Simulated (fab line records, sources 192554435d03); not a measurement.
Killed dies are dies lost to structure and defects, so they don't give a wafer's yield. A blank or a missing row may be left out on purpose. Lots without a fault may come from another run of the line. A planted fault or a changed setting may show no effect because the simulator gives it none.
One fault seen from 2 desks | flow n5_finfet | each desk has only its own numbers; what lay behind them comes last

THE METROLOGY DESK
What the gauges read, lot by lot, whatever tool the lot ran on: means of the sampled wafers that have a number. A lot is out of limits, marked OUT, if its mean lies more than 4 standard deviations from the usual mean; the brackets give that distance. Of its 28 readings 7 are shown: the one that was out of limits first, and those that lie furthest out on some lot.
Columns: A = trench_depth_nm at N5_BEOL_M9_OCD_MEAS_38, usual 150 nm; B = M9_THK at N5_BEOL_M9_THK_MEAS_53, usual 140 nm; C = M9_RS at N5_BEOL_M9_RS_MEAS_57, usual 0.153 ohm/sq; D = SERP_M10 at N5_BEOL_M15_RC_MEAS_101, usual 3.04 ohm/um; E = SERP_M5 at N5_BEOL_M15_RC_MEAS_101, usual 38.7 ohm/um; F = SERP_M9 at N5_BEOL_M15_RC_MEAS_101, usual 3.10 ohm/um; G = SERP_M9_max_site at N5_BEOL_M15_RC_MEAS_101, usual 3.21 ohm/um
lot  | first seen here | A   | B   | C                | D    | E    | F               | G
L751 | day 9 15:03     | 148 | 135 | 0.157            | 3.12 | 38.6 | 3.24            | 3.33
L754 | day 10 18:38    | 150 | 139 | 0.153            | 3.07 | 40.5 | 3.07            | 3.22
L760 | day 12 19:50    | 138 | 128 | 0.171 (+4.4) OUT | 3.05 | 38.7 | 3.45            | 3.58
L762 | day 13 02:21    | 138 | 126 | 0.173 (+4.9) OUT | 3.17 | 41.8 | 3.54 (+4.3) OUT | 3.64 (+4.3) OUT
L767 | day 14 07:56    | 150 | 139 | 0.154            | 3.20 | 38.1 | 3.11            | 3.19
L768 | day 14 21:14    | 154 | 145 | 0.148            | 2.91 | 37.0 | 3.00            | 3.06
L772 | day 16 05:40    | 149 | 137 | 0.154            | 2.91 | 38.9 | 3.18            | 3.24
This desk's finding: out of limits on L760, L762; first on L760, day 13 00:29 (M9_RS at N5_BEOL_M9_RS_MEAS_57). In limits: L751, L754, L767, L768, L772.

THE TOOL OWNER'S DESK: rie_diel-04
The tool's own readings at N5_BEOL_M9_TRENCH_ETCH_37 (etches SiCOH lowk in C4F6/O2, target depth 151.43 nm, time 49 s): means of the sampled wafers that have a number, for each lot that ran on this tool. A lot is out of limits, marked OUT, if its mean lies more than 4 standard deviations from the usual mean; the brackets give that distance. Of its 8 readings 7 are shown: those that lie furthest out on some lot.
Columns: A = bias_w at N5_BEOL_M9_TRENCH_ETCH_37, usual 184.9 W; B = drypump_motor_current_A at N5_BEOL_M9_TRENCH_ETCH_37, usual 5.9 A; C = oes_f_703_au at N5_BEOL_M9_TRENCH_ETCH_37, usual 0.82 a.u.; D = oes_product_au at N5_BEOL_M9_TRENCH_ETCH_37, usual 0.82 a.u.; E = rf_fwd_power_W at N5_BEOL_M9_TRENCH_ETCH_37, usual 341.2 W; F = rf_vpp_V at N5_BEOL_M9_TRENCH_ETCH_37, usual 660 V; G = showerhead_plenum_p_Torr at N5_BEOL_M9_TRENCH_ETCH_37, usual 2.87 Torr
lot  | first seen here | A     | B   | C    | D    | E     | F   | G
L751 | day 9 15:25     | 184.8 | 5.4 | 0.75 | 0.75 | 341.3 | 660 | 2.96
L754 | day 10 19:25    | 185.0 | 5.6 | 0.78 | 0.75 | 339.4 | 659 | 2.96
L760 | day 12 20:29    | 185.5 | 5.3 | 0.89 | 0.85 | 340.4 | 668 | 2.91
L762 | day 13 02:43    | 184.6 | 5.4 | 0.88 | 0.85 | 340.3 | 668 | 2.91
This desk's finding: nothing out of limits on any of the 4 lots.

PUT TOGETHER
The metrology desk could have raised an alarm at day 13 00:29, on L760, L762.
The tool owner's desk saw nothing out of limits.
The tool owner's desk has L760, L762 on record, within its limits.
Of the lots named, all ran N5_BEOL_M9_TRENCH_ETCH_37 on rie_diel-04.

WHAT THE SIMULATOR HAD PUT IN
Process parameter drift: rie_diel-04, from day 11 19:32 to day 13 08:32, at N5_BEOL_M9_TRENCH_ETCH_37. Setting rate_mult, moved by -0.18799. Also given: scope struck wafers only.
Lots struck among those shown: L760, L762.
Hours from the fault's start to each desk's first reading out of limits: the metrology desk, 29.
